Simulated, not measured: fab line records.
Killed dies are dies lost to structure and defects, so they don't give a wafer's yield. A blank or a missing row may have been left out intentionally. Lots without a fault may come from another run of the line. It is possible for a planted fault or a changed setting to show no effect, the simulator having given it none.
Split-lot experiment	flow n5_finfet	on a route of 1938 steps: 7 lots, 21 wafers read

## SPLIT DETAILS
At N5_BEOL_M0_SAQP_EXPOSE_37 (exposes mask M0 CUT1, target cd 30 nm), the setting dose_mj was moved away from the recipe's 44.75 on 9 of the 21 wafers read, by -4.0% to +2.2%. All remaining wafers had this setting at the recipe value.

## FROM THE SPLIT TO THE READING: what the file shows between them, 4 steps
- N5_BEOL_M0_SAQP_PEB_38: peb time 60 s
- N5_BEOL_M0_SAQP_DEVELOP_39: develop time 30 s
- N5_BEOL_M0_SAQP_DESCUM_45: chemistry O2, time 7 s
- N5_BEOL_M0_SAQP_ETCH_88: etches underlayer in N2/H2, target depth 6.5 nm, time 5.2 s

## THE READING
BEOL_M0_SAQP.cd_nm (the simulator's own value, which no gauge read), in nm, at N5_BEOL_M0_SAQP_ETCH_73 (etches SiARC in CF4, target depth 19.5 nm, time 32.5 s). The file does not state a usual value for it. Across the 12 wafers here that went through the recipe, the average is 29.8 nm and the standard deviation 0.18 nm.

wafer	tool, chamber at the split	dose_mj as run	against the recipe	BEOL_M0_SAQP.cd_nm, nm	against lot-mates on the recipe
L080.2	euv_scanner-02, 0	45.73	+2.2%	30	+0.4
L080.3	euv_scanner-02, 0	44.75	recipe	29.6	-
L080.5	euv_scanner-02, 0	45.73	+2.2%	30.2	+0.6
L081.1	euv_scanner-02, 0	44.75	recipe	30	-
L081.3	euv_scanner-02, 0	44.75	recipe	30.2	-
L081.4	euv_scanner-02, 0	44.75	recipe	29.8	-
L082.1	euv_scanner-01, 0	44.75	recipe	29.8	-
L082.3	euv_scanner-01, 0	43.52	-2.7%	29.8	+0.0
L082.4	euv_scanner-01, 0	43.52	-2.7%	29.6	-0.2
L083.1	euv_scanner-02, 0	44.75	recipe	29.8	-
L083.4	euv_scanner-02, 0	44.75	recipe	30	-
L083.6	euv_scanner-02, 0	42.98	-4.0%	29	-0.9
L088.3	euv_scanner-02, 0	44.75	recipe	29.6	-
L088.5	euv_scanner-02, 0	44.75	recipe	29.6	-
L088.4	euv_scanner-02, 0	44.75	recipe	29.8	-
L093.2	euv_scanner-02, 0	42.94	-4.0%	28.8	-1.0
L093.4	euv_scanner-02, 0	42.94	-4.0%	29	-0.8
L093.5	euv_scanner-02, 0	44.75	recipe	29.8	-
L094.1	euv_scanner-02, 0	44.75	recipe	30	-
L094.2	euv_scanner-02, 0	45.66	+2.0%	30.2	+0.2
L094.5	euv_scanner-02, 0	45.66	+2.0%	30.6	+0.6

FIT RESULTS
A straight line over all 21 wafers: BEOL_M0_SAQP.cd_nm changes by +0.187 nm for each +1% of dose_mj; r = +0.86; the points scatter about the line by 0.23 nm.
The same after taking each lot's own level away (the mean of its wafers on the recipe; 21 wafers): +0.19 nm for each +1%; r = +0.90; scatter 0.19 nm.
Per that fit: largest dose_mj move, reading shift of 0.77 nm.
The lots' own levels span 29.60 to 30.00 nm, that is 2.2 times the standard deviation above.
Hence the lot-to-lot level has little effect on the slope; both slopes agree.
Check: with one of the wafers moved furthest among these (-4.0%) left out of the fit, the line predicts -0.668 nm for it against its lot-mates. It came out at -1 nm against them.

## OTHER SPLITS APPLIED TO THESE WAFERS
Before the reading, these wafers also passed through other splits. Each is held against what the fit with the lots' levels taken away leaves over:
other split on the same wafers	wafers away from the commonest value	r with BEOL_M0_SAQP.cd_nm (lot level and that fit taken away)
N5_MOL_CONTACT_COAG_CONTACT_ETCH_14 source_w	3	-0.10

## THE WHOLE CHAIN: every reading that the file lists as answering this split, in the file's order
step	what it does	reading	change (the file's fit)	r (the file's)
N5_BEOL_M0_SAQP_DESCUM_45	chemistry O2, time 7 s	BEOL_M0_SAQP.cd_nm (the simulator's own value, which no gauge read)	+0.224 nm for each +1% of the setting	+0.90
N5_BEOL_M0_SAQP_ETCH_73	etches SiARC in CF4, target depth 19.5 nm, time 32.5 s	BEOL_M0_SAQP.cd_nm (the simulator's own value, which no gauge read)	+0.194 nm for each +1% of the setting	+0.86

## FILE'S OWN FIT
BEOL_M0_SAQP.cd_nm changes by +0.194 nm for each +1% of dose_mj, r = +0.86.
